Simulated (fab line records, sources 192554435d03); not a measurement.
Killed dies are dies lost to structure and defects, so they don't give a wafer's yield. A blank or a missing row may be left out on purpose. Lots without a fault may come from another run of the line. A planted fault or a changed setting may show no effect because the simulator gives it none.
Which tool did it? | flow n5_finfet | 10 lots, 29 wafers sampled, at 6 steps of a route of 1938

WHAT THE GAUGES READ, wafer by wafer
N5_BEOL_M5_RS_MEAS_57: measures by four-point-probe. Usual: M5_RS 0.391 ohm/sq, standard deviation 0.013.
lot  | measured     | on            | M5_RS (ohm/sq)    | flag
L596 | day 10 01:06 | film_metro-02 | 0.388 0.407 0.386 |
L597 | day 10 03:49 | film_metro-02 | 0.376 0.394 0.391 |
L598 | day 10 11:49 | film_metro-02 | 0.368 0.385       |
L599 | day 10 17:14 | film_metro-01 | 0.399 0.406 0.372 |
L608 | day 12 14:04 | film_metro-01 | 0.390 0.388 0.389 |
L610 | day 13 10:14 | film_metro-02 | 0.402 0.398 0.390 |
L616 | day 14 19:40 | film_metro-01 | 0.386 0.410 0.392 |
L615 | day 15 04:37 | film_metro-01 | 0.390 0.393 0.385 |
L617 | day 15 20:55 | film_metro-01 | 0.387 0.395 0.377 |
L618 | day 15 23:17 | film_metro-01 | 0.402 0.393 0.382 |

N5_BEOL_M6_INSPECT_13: inspects for defects (brightfield). Usual: raw_defect_count 430, standard deviation 98.
lot  | measured     | on                | raw_defect_count | flag
L596 | day 10 02:50 | defect_inspect-01 | 293 292 281      |
L597 | day 10 05:49 | defect_inspect-01 | 435 341 325      |
L598 | day 10 13:32 | defect_inspect-02 | 328 534          |
L599 | day 10 19:11 | defect_inspect-02 | 533 589 434      |
L608 | day 12 17:02 | defect_inspect-02 | 1538 452 1515    | OFF
L610 | day 13 12:44 | defect_inspect-02 | 450 1485 1679    | OFF
L616 | day 14 22:14 | defect_inspect-01 | 336 308 475      |
L615 | day 15 06:50 | defect_inspect-01 | 723 557 481      |
L617 | day 15 23:58 | defect_inspect-01 | 551 435 437      |
L618 | day 16 01:20 | defect_inspect-02 | 611 494 637      |

N5_BEOL_M6_INSPECT_30: inspects for defects (brightfield). Usual: raw_defect_count 431, standard deviation 98.
lot  | measured     | on                | raw_defect_count | flag
L596 | day 10 04:35 | defect_inspect-02 | 298 297 286      |
L597 | day 10 07:49 | defect_inspect-01 | 420 341 311      |
L598 | day 10 15:17 | defect_inspect-01 | 312 496          |
L599 | day 10 21:29 | defect_inspect-01 | 566 562 438      |
L608 | day 12 18:51 | defect_inspect-02 | 1515 441 1515    | OFF
L610 | day 13 15:26 | defect_inspect-02 | 458 1480 1647    | OFF
L616 | day 14 23:31 | defect_inspect-01 | 343 316 478      |
L615 | day 15 08:54 | defect_inspect-01 | 720 589 470      |
L617 | day 16 04:56 | defect_inspect-01 | 585 441 444      |
L618 | day 16 04:58 | defect_inspect-02 | 587 504 636      |

WHICH TOOL RAN EACH LOT (tool, then ch and the chambers of the sampled wafers, then the start)
lot  | N5_BEOL_M5_SPUTTER_90        | N5_BEOL_M5_CO_CAP_78             | N5_BEOL_M6_PECVD_70
L596 | pvd_sputter-02, day 10 00:02 | cvd_co-01 ch 1,2, day 10 00:55   | pecvd-02 ch 1,2, day 10 01:47
L597 | pvd_sputter-01, day 10 02:17 | cvd_co-01 ch 0,1, day 10 03:38   | pecvd-02 ch 0,1,2, day 10 04:31
L598 | pvd_sputter-02, day 10 10:43 | cvd_co-02 ch 0,1, day 10 11:36   | pecvd-04 ch 0,2, day 10 12:31
L599 | pvd_sputter-02, day 10 15:37 | cvd_co-01 ch 0,1,2, day 10 17:01 | pecvd-04 ch 0,1,2, day 10 17:55
L608 | pvd_sputter-03, day 12 12:59 | cvd_co-02 ch 1,2, day 12 13:52   | pecvd-02 ch 0,1, day 12 14:45
L610 | pvd_sputter-01, day 13 09:10 | cvd_co-02 ch 0,1, day 13 10:04   | pecvd-02 ch 0,1, day 13 10:55
L616 | pvd_sputter-03, day 14 18:18 | cvd_co-01 ch 0,1,2, day 14 19:29 | pecvd-01 ch 0,1, day 14 20:39
L615 | pvd_sputter-01, day 15 03:14 | cvd_co-01 ch 0,1, day 15 04:26   | pecvd-01 ch 0,2, day 15 05:18
L617 | pvd_sputter-03, day 15 19:47 | cvd_co-01 ch 0,1, day 15 20:44   | pecvd-01 ch 0,2, day 15 21:35
L618 | pvd_sputter-01, day 15 22:13 | cvd_co-01 ch 0,1, day 15 23:06   | pecvd-01 ch 0,1,2, day 16 00:28
- N5_BEOL_M5_SPUTTER_90: material Cu, target thk 4.5 nm, time 8.29 s.
- N5_BEOL_M5_CO_CAP_78: material Co, precursor CCTBA/H2, target thk 2 nm, time 102.1 s.
- N5_BEOL_M6_PECVD_70: deposits SiO2 from TEOS/O2, target thk 20 nm, time 22.7 s.

WHAT THE TOOLS THEMSELVES READ (means of the sampled wafers that have a number; where no wafer has one, the mark that the record gives instead)
N5_BEOL_M5_SPUTTER_90. Usual: chuck_gas_flow_sccm 1.27 sccm, standard deviation 0.051; substrate_temp_c -20.01 C, standard deviation 0.11; throttle_valve_pct 30.1 %, standard deviation 0.93.
lot  | tool           | chuck_gas_flow_sccm (sccm) | substrate_temp_c (C) | throttle_valve_pct (%) | flag
L596 | pvd_sputter-02 | 1.26                       | -19.95               | 30.1                   |
L597 | pvd_sputter-01 | 1.26                       | -20.15               | 30.9                   |
L598 | pvd_sputter-02 | 1.27                       | -20.05               | 30.4                   |
L599 | pvd_sputter-02 | 1.27                       | -20.03               | 30.4                   |
L608 | pvd_sputter-03 | 1.34                       | -19.88               | 29.9                   |
L610 | pvd_sputter-01 | 1.31                       | -19.99               | 29.7                   |
L616 | pvd_sputter-03 | 1.30                       | -20.09               | 30.2                   |
L615 | pvd_sputter-01 | 1.30                       | -19.98               | 29.2                   |
L617 | pvd_sputter-03 | 1.27                       | -19.97               | 30.2                   |
L618 | pvd_sputter-01 | 1.25                       | -20.02               | 30.5                   |

N5_BEOL_M5_CO_CAP_78. Usual: heater_power_outer_w 127 W, standard deviation 13; heater_power_w 246 W, standard deviation 33.
lot  | tool      | heater_power_outer_w (W) | heater_power_w (W) | flag
L596 | cvd_co-01 | 135                      | 286                |
L597 | cvd_co-01 | 129                      | 248                |
L598 | cvd_co-02 | 129                      | 240                |
L599 | cvd_co-01 | 129                      | 252                |
L608 | cvd_co-02 | 120                      | 225                |
L610 | cvd_co-02 | 127                      | 238                |
L616 | cvd_co-01 | 128                      | 250                |
L615 | cvd_co-01 | 140                      | 280                |
L617 | cvd_co-01 | 140                      | 278                |
L618 | cvd_co-01 | 139                      | 283                |

N5_BEOL_M6_PECVD_70. Usual: heater_power_outer_w 438 W, standard deviation 46; heater_power_w 718 W, standard deviation 60; showerhead_plenum_p_Torr 8.78 Torr, standard deviation 0.064; throttle_valve_pct 22.8 %, standard deviation 1.
lot  | tool     | heater_power_outer_w (W) | heater_power_w (W) | showerhead_plenum_p_Torr (Torr) | throttle_valve_pct (%) | flag
L596 | pecvd-02 | 414                      | 669                | 8.78                            | 21.6                   |
L597 | pecvd-02 | 429                      | 699                | 8.75                            | 22.2                   |
L598 | pecvd-04 | 414                      | 717                | 8.77                            | 22.6                   |
L599 | pecvd-04 | 390                      | 666                | 8.80                            | 22.9                   |
L608 | pecvd-02 | 410                      | 714                | 8.76                            | 22.9                   |
L610 | pecvd-02 | 428                      | 722                | 8.76                            | 22.9                   |
L616 | pecvd-01 | 455                      | 735                | 8.80                            | 23.8                   |
L615 | pecvd-01 | 456                      | 693                | 8.71                            | 23.1                   |
L617 | pecvd-01 | 446                      | 679                | 8.75                            | 23.7                   |
L618 | pecvd-01 | 479                      | 754                | 8.77                            | 23.3                   |

THE ANSWER, worked out from the rows above alone
Rule: a lot is off if the mean of its wafers that have a number lies more than 3 standard deviations from the usual mean. A lot without any number at a reading at which 4 lots or more have one is off too. The other lots that the step has rows for count as sound. The gauges are gone through in route order, then the tools' own readings, and for those a lot's mean is taken as printed above. The first step at which some lot is off is used, and at that step the reading that is off furthest; a lot without a number counts as furthest.
Off: L608, L610, at N5_BEOL_M6_INSPECT_13 (raw_defect_count).
A tool fits if, at a process step before that reading, it ran every lot that is off, and no sound lot after the first of them. The gauges at N5_BEOL_M6_INSPECT_13 are tried like those tools. Can't be told from this: 2 tools fit, cvd_co-02 at N5_BEOL_M5_CO_CAP_78, pecvd-02 at N5_BEOL_M6_PECVD_70.

WHAT THE SIMULATOR HAD PUT IN
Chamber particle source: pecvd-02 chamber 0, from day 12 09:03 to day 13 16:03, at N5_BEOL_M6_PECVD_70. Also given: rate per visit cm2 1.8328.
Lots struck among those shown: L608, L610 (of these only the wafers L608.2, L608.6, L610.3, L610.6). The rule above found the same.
